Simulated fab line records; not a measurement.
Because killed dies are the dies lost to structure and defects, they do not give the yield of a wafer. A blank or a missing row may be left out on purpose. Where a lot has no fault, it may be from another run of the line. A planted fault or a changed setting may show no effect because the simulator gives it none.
fab line records    flow nand-harc
[record] lots = 7  wafers = 21  last-day = 30
route steps=1302 shown P_GATE@198
lots with no fault: from the same line, run without faults
start-h: hours from the record's first day to the start of the lot's first wafer shown    wait-h: hours elapsed since this lot's preceding step    " same as the row above    L1.1+2: a row that stands for several wafers    - either no value or no given start    * or withheld: withheld    < > ~ a bound
route shown NAME@n: NAME is a module with steps in the file, n the number in the route of the first one    usual: mean and standard deviation over wafers with no fault    same: alike in all rows    chamber/n: place in a boat    sites: per-site readings    _std_site: their standard deviation    _edge_site: mean of outer sites minus mean of inner sites    radius-mm: how far each site lies from the wafer's centre    mask NAME#n: copy n    behind: the most recent tool/chamber to have shaped the wafer    hold: the reason the lot was held/the length of the hold in hours/how it ended    device: the n, p or np transistor that did not switch    end of line: the route-end tests of the same wafers    a step given without rows: its recipe and nothing more    killed: dies lost to structure and defects at the first sort, not the wafer's yield    map: the dies of a wafer, with x for killed, . for not killed, _ for no die there
set.NAME: the setting the step ran with; set.NAME@STEP: the setting that earlier step ran with    model.NAME: the simulator's own value behind a step, which no gauge read
lots seen at some steps along the route; tables by step, rows by wafer
services: the hour from which a tool's chamber was out of use, counted from the record's first day as start-h (under 0 if before that day), plus the number of hours and why
[[steps]]
[step NHARC_P_GATE_PEB_89]
[recipe] peb-temp-c = 118  peb-time-s = 85
[step NHARC_P_GATE_DEVELOP_90]
[recipe] time-s = 70
[step NHARC_P_GATE_CD_MEAS_91]
[recipe] target-cd-nm = 2000  landing-energy-ev = 500
[usual] cd-nm = 1999.7/1.3
lot.wafer  tool       chamber  start-h  wait-h  cd-nm
L468.1     cd-sem-03  0        148.95   -       1997.9
L468.3     "          0        "        "       1997.8
L468.6     "          0        "        "       1998.9
L469.1     cd-sem-02  0        151.69   -       1999.9
L469.3     "          0        "        "       2002.1
L469.5     "          0        "        "       2000.4
L473.2     cd-sem-02  0        196.14   -       1999.4
L473.3     "          0        "        "       1998.9
L473.6     "          0        "        "       1999.3
L476.3     cd-sem-01  0        231.47   -       1998.2
L476.4     "          0        "        "       2000.5
L476.6     "          0        "        "       2000.6
L479.3     cd-sem-03  0        254.75   -       2000.3
L479.4     "          0        "        "       2000.0
L479.5     "          0        "        "       2000.4
L481.1     cd-sem-02  0        268.06   -       1998.8
L481.2     "          0        "        "       1998.9
L481.4     "          0        "        "       1998.5
L480.2     cd-sem-01  0        269.11   -       2001.3
L480.5     "          0        "        "       2000.3
L480.6     "          0        "        "       1998.7
[step NHARC_P_GATE_HARDBAKE_92]
[recipe] temp-c = 125  time-s = 80
[step NHARC_P_GATE_DESCUM_93]
[recipe] time-s = 3  o2-flow-sccm = 200  ar-flow-sccm = 0  bias-power-w = 0  chemistry = O2
[usual] drypump-motor-current-A = 5.6/0.37  oes-product-au = 1.002/0.0069  rf-vpp-V = 57.9/0.84  showerhead-plenum-p-Torr = 1.97/0.081  throttle-valve-pct = 11.311/0.0089
lot.wafer  tool         chamber  start-h  wait-h  drypump-motor-current-A  oes-product-au  rf-hours-counter-h  rf-vpp-V  showerhead-plenum-p-Torr  throttle-valve-pct
L468.1     rie-diel-07  2        149.12   -       5.7                      1.001           1.0                 58.5      1.86                      11.314
L468.3     "            0        "        "       6.6                      1.007           0.8                 59.1      2.04                      11.298
L468.6     "            3        "        "       5.5                      1.011           -                   57.9      1.98                      11.308
L469.1     rie-diel-07  2        151.87   -       5.7                      0.990           1.0                 57.7      1.86                      11.303
L469.3     "            3        "        "       5.5                      1.009           0.7                 58.6      1.98                      11.312
L469.5     "            1        "        "       5.6                      1.000           -                   57.3      1.90                      11.315
L473.2     rie-diel-06  0        196.32   -       5.4                      0.998           2.9                 57.5      2.02                      11.316
L473.3     "            3        "        "       5.9                      1.013           2.5                 58.4      2.06                      11.296
L473.6     "            1        "        "       5.3                      1.004           -                   57.2      2.06                      11.300
L476.3     rie-diel-07  1        231.64   -       5.6                      0.994           3.8                 57.6      1.90                      11.318
L476.4     "            3        "        "       5.5                      1.012           3.7                 58.2      1.98                      11.304
L476.6     "            0        "        "       6.6                      1.007           -                   58.1      2.04                      11.312
L479.4     rie-diel-10  1        254.91   -       5.3                      1.003           0.1                 58.3      1.91                      11.312
L479.3     "            2        "        "       5.5                      1.008           0.1                 57.1      1.83                      11.309
L479.5     "            1        "        "       5.3                      1.003           -                   56.1      1.91                      11.316
L481.1     rie-diel-10  1        268.22   -       5.2                      1.003           0.3                 58.3      1.91                      11.303
L481.2     "            0        "        "       5.4                      1.003           0.3                 57.1      1.96                      11.324
L481.4     "            1        "        "       5.2                      0.997           -                   59.1      1.91                      11.338
L480.2     rie-diel-07  2        269.27   -       5.7                      1.001           5.3                 57.9      1.86                      11.294
L480.5     "            2        "        "       5.7                      1.008           -                   58.0      1.86                      11.316
L480.6     "            3        "        "       5.5                      1.011           -                   58.2      1.98                      11.295
[step NHARC_P_GATE_IMPLANT_94]
[recipe] energy-kev = 60  dose-cm2 = 2e+15  tilt-deg = 7
[step NHARC_P_GATE_STRIP_113]
[recipe] power-w = 1500  temp-c = 110  time-s = 740  chemistry = N2/H2
[usual] drypump-motor-current-A = 5.78/0.17  heater-power-w = 94/5.9
lot.wafer  tool             chamber  start-h  wait-h  drypump-motor-current-A  heater-power-w  rf-hours-counter-h
L468.1     plasma-asher-02  1        149.85   0.6     5.61                     95              17
L468.3     "                0        "        "       5.72                     88              -
L468.6     "                0        "        "       5.73                     85              -
L469.1     plasma-asher-02  0        152.22   0.2     5.71                     86              19
L469.3     "                1        "        "       5.62                     94              -
L469.5     "                0        "        "       5.72                     86              -
L473.2     plasma-asher-02  0        196.80   0.3     5.73                     86              29
L473.3     "                0        "        "       5.74                     87              -
L473.6     "                1        "        "       5.59                     97              -
L476.3     plasma-asher-01  0        232.23   0.4     5.76                     91              -
L476.4     "                1        "        "       6.05                     100             -
L476.6     "                0        "        "       5.74                     92              -
L479.3     plasma-asher-01  1        255.90   0.8     6.05                     103             -
L479.4     "                0        "        "       5.79                     89              -
L479.5     "                1        "        "       6.04                     100             -
L481.1     plasma-asher-02  1        268.61   0.2     5.62                     108             2
L481.2     "                0        "        "       5.71                     83              2
L481.4     "                0        "        "       5.73                     84              -
L480.2     plasma-asher-01  1        269.76   0.3     6.03                     98              21
L480.6     "                0        "        "       5.75                     92              -
L480.5     "                1        "        "       6.04                     101             -
[step NHARC_P_GATE_STRIP_95]
[recipe] power-w = 1500  temp-c = 250  chemistry = O2
[usual] drypump-motor-current-A = 5.78/0.17  heater-power-w = 352/22
lot.wafer  tool             chamber  start-h  wait-h  drypump-motor-current-A  heater-power-w  rf-hours-counter-h
L468.1     plasma-asher-02  1        150.46   0.5     5.59                     371             18
L468.3     "                0        "        "       5.70                     320             -
L468.6     "                0        "        "       5.74                     327             -
L469.1     plasma-asher-02  0        152.92   0.6     5.74                     335             19
L469.3     "                1        "        "       5.61                     353             -
L469.5     "                0        "        "       5.72                     330             -
L473.2     plasma-asher-02  0        197.40   0.5     5.73                     322             30
L473.3     "                0        "        "       5.74                     327             -
L473.6     "                1        "        "       5.60                     365             -
L476.3     plasma-asher-01  0        232.73   0.4     5.75                     332             -
L476.4     "                1        "        "       6.06                     377             -
L476.6     "                0        "        "       5.75                     339             -
L479.3     plasma-asher-01  1        256.41   0.4     6.05                     372             -
L479.4     "                0        "        "       5.74                     343             -
L479.5     "                1        "        "       6.05                     368             -
L481.1     plasma-asher-02  1        269.33   0.6     5.63                     395             3
L481.2     "                0        "        "       5.73                     317             3
L481.4     "                0        "        "       5.71                     317             -
L480.2     plasma-asher-01  1        270.37   0.5     6.05                     371             22
L480.6     "                0        "        "       5.77                     347             -
L480.5     "                1        "        "       6.05                     370             -
[step NHARC_P_GATE_STRIP_96]
[recipe] time-s = 900  temp-c = 130  chemistry = SPM
[step NHARC_P_GATE_RTA_64]
[recipe] temp-c = 1050  time-s = 1
[usual] lamp-power-pct = 32.3/0.51  wafer_temp_C_max = 1056.2/2
lot.wafer  tool           chamber  start-h  wait-h  lamp-power-pct  wafer_temp_C_max
L468.1     rtp-anneal-02  0        151.01   -       33.0            1055.1
L468.3     "              0        "        "       33.0            1055.4
L468.6     "              0        "        "       33.0            1055.9
L469.1     rtp-anneal-01  0        153.48   -       31.9            1057.8
L469.3     "              0        "        "       31.9            1056.8
L469.5     "              0        "        "       31.9            1054.6
L473.2     rtp-anneal-01  0        197.99   -       31.9            1056.4
L473.3     "              0        "        "       31.9            1058.8
L473.6     "              0        "        "       31.9            1057.1
L476.3     rtp-anneal-01  0        233.33   -       31.9            1057.0
L476.4     "              0        "        "       31.9            1056.0
L476.6     "              0        "        "       31.9            1060.8
L479.3     rtp-anneal-02  0        257.00   -       32.8            1052.9
L479.4     "              0        "        "       32.8            1054.7
L479.5     "              0        "        "       32.9            1054.8
L481.1     rtp-anneal-02  0        269.89   -       33.0            1053.9
L481.2     "              0        "        "       32.9            1056.0
L481.4     "              0        "        "       33.0            1054.5
L480.2     rtp-anneal-01  0        270.95   -       32.0            1055.9
L480.5     "              0        "        "       31.9            1056.3
L480.6     "              0        "        "       31.9            1054.7
[step NHARC_P_GATE_ETCH_77]
[recipe] target-depth-a = 60  chemistry = dHF  material = SiO2
[step NHARC_P_GATE_DEGAS_109]
[recipe] temp-c = 300  time-s = 60
[usual] heater-power-w = 469/44
lot.wafer  tool            chamber  start-h  wait-h  heater-power-w
L468.3     pvd-sputter-03  -        151.32   0.1     475
L468.1     "               -        "        "       426
L468.6     "               -        "        "       433
L469.3     pvd-sputter-02  -        153.78   0.1     423
L469.1     "               -        "        "       446
L469.5     "               -        "        "       517
L473.3     pvd-sputter-03  -        198.27   0.1     471
L473.2     "               -        "        "       484
L473.6     "               -        "        "       474
L476.4     pvd-sputter-03  -        233.58   0.1     477
L476.3     "               -        "        "       456
L476.6     "               -        "        "       468
L479.4     pvd-sputter-01  -        257.26   0.1     457
L479.3     "               -        "        "       592
L479.5     "               -        "        "       482
L481.1     pvd-sputter-02  -        270.19   0.1     499
L481.4     "               -        "        "       434
L481.2     "               -        "        "       444
L480.2     pvd-sputter-01  -        271.24   0.1     605
L480.5     "               -        "        "       498
L480.6     "               -        "        "       463
[step NHARC_P_GATE_PRE_CLEAN_110]
[recipe] time-s = 30  bias-v = 200  gas = Ar
[usual] bias-v = 199.8/1.9  time-s = 30/0
lot.wafer  tool            chamber  start-h  wait-h  bias-v  time-s
L468.3     pvd-sputter-03  -        151.37   -       201.2   30
L468.1     "               -        "        "       201.6   30
L468.6     "               -        "        "       195.9   30
L469.3     pvd-sputter-02  -        153.84   -       199.7   30
L469.1     "               -        "        "       199.4   30
L469.5     "               -        "        "       202.8   30
L473.3     pvd-sputter-03  -        198.31   -       199.0   30
L473.2     "               -        "        "       199.7   30
L473.6     "               -        "        "       199.7   30
L476.3     pvd-sputter-03  -        233.63   -       198.9   30
L476.4     "               -        "        "       199.4   30
L476.6     "               -        "        "       202.3   30
L479.3     pvd-sputter-01  -        257.30   -       -       -
L479.4     "               -        "        "       -       -
L479.5     "               -        "        "       -       -
L481.2     pvd-sputter-02  -        270.24   -       -       -
L481.1     "               -        "        "       -       -
L481.4     "               -        "        "       -       -
L480.2     pvd-sputter-01  -        271.28   -       -       -
L480.6     "               -        "        "       -       -
L480.5     "               -        "        "       -       -
[step NHARC_P_GATE_SPUTTER_78]
[recipe] target-thk-a = 100  material = Ni
[[services]]
tool             chamber  start-h  hours  kind
rie-diel-07      0        126.20   -      clean
rie-diel-07      1        126.20   -      clean
rie-diel-06      -        130.30   9.0    pm
rie-diel-07      3        139.19   1.3    repair
pvd-sputter-02   -        139.26   1.1    repair
plasma-asher-01  -        145.51   8.7    repair
plasma-asher-01  -        165.00   9.0    pm
plasma-asher-01  0        165.00   16.3   vent-cycle
plasma-asher-01  1        165.00   16.3   vent-cycle
pvd-sputter-03   -        170.00   10.0   pm
rie-diel-06      -        175.52   0.6    repair
pvd-sputter-01   -        177.38   0.7    repair
pvd-sputter-01   -        220.11   1.6    repair
pvd-sputter-01   -        226.28   10.0   pm
plasma-asher-02  -        240.11   1.4    repair
rie-diel-10      -        242.67   9.0    pm
pvd-sputter-01   -        243.07   6.7    repair
plasma-asher-02  -        250.07   9.0    pm
plasma-asher-02  0        250.07   9.0    vent-cycle
plasma-asher-02  1        250.07   9.0    vent-cycle
pvd-sputter-03   -        253.72   1.8    repair
plasma-asher-02  0        259.07   -      clean
plasma-asher-02  1        259.07   -      clean
rie-diel-10      2        265.30   3.0    repair
[[key]]
[first-sign] step = NHARC_P_GATE_PRE_CLEAN_110  reading = tool-record  direction = missing
effect none on later readings
met-at NHARC_P_GATE_PRE_CLEAN_110
struck-wafers L479.3,L479.4,L479.5,L480.2,L480.5,L480.6,L481.1,L481.2,L481.4
tester-left-out L479,L480,L481
onset-between 153.84 257.30
[fault] kind = skipped-step-whole  tool = pvd-sputter-01,pvd-sputter-02  chamber = -  onset-h = 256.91  steps = NHARC_P_GATE_PRE_CLEAN_110  scope = struck-lots-only
// tester-left-out: of these lots the tester's yield and bins aren't shown, on N5 and GAA mostly nor the transistor test; their killed dies are dies lost to structure and defects alone, not to doping, threshold or leakage, so they don't give the yield
